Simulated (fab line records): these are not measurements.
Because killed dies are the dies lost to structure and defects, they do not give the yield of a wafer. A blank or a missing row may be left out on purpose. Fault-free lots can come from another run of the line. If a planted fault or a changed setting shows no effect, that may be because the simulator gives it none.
Lot-split experiment -- flow n5 finfet -- 21 wafers read across 7 lots, on a route 1938 steps long

## THE SPLIT
At N5_WELL_APT_COAT_02 (resist thk 950 nm), the setting spin rpm was moved away from the recipe's 1357 rpm on 11 of the 21 wafers read, by -10.2% to +10.0%. This setting was run at the recipe's value on the other wafers.

The reading is taken at the split's own step.

## THE READING
coat_of_WELL_APT_COAT_02.thk nm (the simulator's own value, which no gauge read), in nm, at N5_WELL_APT_COAT_02 (resist thk 950 nm). The file does not state a usual value for it. Here, 10 wafers ran the recipe; their average is 953.3 nm with a standard deviation of 2.2 nm.

wafer,"tool, chamber at the split","spin rpm as run, rpm",against the recipe,"coat_of_WELL_APT_COAT_02.thk nm, nm",against lot-mates on the recipe
L076.2,"litho track-04, 0",1457,+7.4%,917.8,-37.8
L076.4,"litho track-04, 0",1357,recipe,955.6,-
L076.6,"litho track-04, 0",1457,+7.4%,919.4,-36.2
L081.2,"litho track-02, 0",1357,recipe,954.6,-
L081.3,"litho track-02, 0",1229,-9.4%,1003,+48.4
L081.5,"litho track-02, 0",1229,-9.4%,1003,+48.4
L083.2,"litho track-02, 0",1257,-7.4%,991.1,+36.0
L083.5,"litho track-02, 0",1357,recipe,955.1,-
L083.6,"litho track-02, 0",1257,-7.4%,989,+33.9
L084.1,"litho track-02, 0",1357,recipe,950,-
L084.2,"litho track-02, 0",1228,-9.5%,1000,+50.0
L084.5,"litho track-02, 0",1228,-9.5%,996.9,+46.9
L087.1,"litho track-02, 0",1357,recipe,956.7,-
L087.4,"litho track-02, 0",1493,+10.0%,914,-42.7
L087.6,"litho track-02, 0",1493,+10.0%,913.5,-43.2
L096.1,"litho track-02, 0",1357,recipe,952.9,-
L096.5,"litho track-02, 0",1357,recipe,951.2,-
L096.6,"litho track-02, 0",1357,recipe,951.9,-
L097.2,"litho track-02, 0",1219,-10.2%,1003,+50.7
L097.4,"litho track-02, 0",1357,recipe,954.4,-
L097.6,"litho track-02, 0",1357,recipe,950.3,-

FIT RESULTS
A straight line over all 21 wafers: coat_of_WELL_APT_COAT_02.thk nm changes by -4.66 nm for each +1% of spin rpm; r = -0.99; the points scatter about the line by 3.2 nm.
The same after taking each lot's own level away (the mean of its wafers on the recipe; 21 wafers): -4.82 nm for each +1%; r = -1.00; scatter 2.3 nm.
According to that fit, moving spin rpm by its largest amount changes the reading by 49 nm.
Across the lots, their own levels run from 950.00 to 956.70 nm, a range of 3.0 times the standard deviation given above.
Hence the lot-to-lot level has little effect on the slope; both slopes agree.
Check: with one of the wafers moved furthest among these (-10.2%) left out of the fit, the line predicts +49.9 nm for it against its lot-mates. It came out at +50.7 nm against them.

## OTHER SPLITS ON THESE WAFERS
Before the reading, these wafers also passed through other splits. Each is held against what the fit with the lots' levels taken away leaves over:
other split on the same wafers,wafers away from the commonest value,r with coat_of_WELL_APT_COAT_02.thk nm (lot level and that fit taken away)
N5_ZERO_LAYER_COAT_05 spin rpm,8,-0.09
N5_ZERO_LAYER_EXPOSE_08 dose mj,7,+0.14
N5_ZERO_LAYER_DESCUM_16 time s,4,-0.02

## FILE'S OWN FIT
coat_of_WELL_APT_COAT_02.thk nm changes by -4.87 nm for each +1% of spin rpm, r = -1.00.
